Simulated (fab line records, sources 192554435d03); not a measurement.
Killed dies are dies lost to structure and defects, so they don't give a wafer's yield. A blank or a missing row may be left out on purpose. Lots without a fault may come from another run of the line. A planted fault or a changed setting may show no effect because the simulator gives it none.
Chamber matching | flow n5_finfet | N5_BEOL_M8_STRIP_36 on rie_diel-01: 4 sister chambers
The step strips in N2/H2. 4 wafers are shown with their chamber, then 11 later ones without.

WAFERS WITH THEIR CHAMBER
wafer  | chamber | showerhead_plenum_p_Torr (Torr)
L079.5 | 3       | 2.60
L082.4 | 0       | 2.61
L082.5 | 2       | 2.58
L084.1 | 1       | 2.67

WAFERS WITHOUT THEIR CHAMBER
wafer  | showerhead_plenum_p_Torr (Torr)
L084.3 | 2.67
L084.6 | 2.60
L091.3 | 2.67
L091.4 | 2.67
L091.5 | 2.57
L097.2 | 2.66
L097.3 | 2.56
L097.5 | 2.56
L094.1 | 2.66
L094.2 | 2.59
L094.4 | 2.56

WHICH CHAMBER EACH WENT THROUGH
wafer  | from the rows above          | in truth
L084.3 | 1                            | 1
L084.6 | can't be placed: 3 or 0 or 2 | 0
L091.3 | 1                            | 1
L091.4 | 1                            | 1
L091.5 | can't be placed: 2 or 3      | 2
L097.2 | 1                            | 1
L097.3 | can't be placed: 2 or 3      | 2
L097.5 | can't be placed: 2 or 3      | 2
L094.1 | 1                            | 1
L094.2 | can't be placed: 2 or 3 or 0 | 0
L094.4 | can't be placed: 2 or 3      | 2
Placed correctly: 5 of 11. Can't be placed from these rows: 6 (the true chamber is among the candidates in 6). Placed wrongly: 0.
How it was worked out, from the rows above alone: a wafer's distance from a chamber is the root of the sum, over the readings, of the square of ((its reading less the chamber's mean) divided by the reading's scatter). The wafer belongs to the nearest chamber; if the next one is less than 2 further off, it can't be placed. A chamber's mean is the mean of its shown wafers. The scatter: with one shown wafer a chamber, the root of the mean of the squares of how far each hidden wafer lies from its nearest shown one.
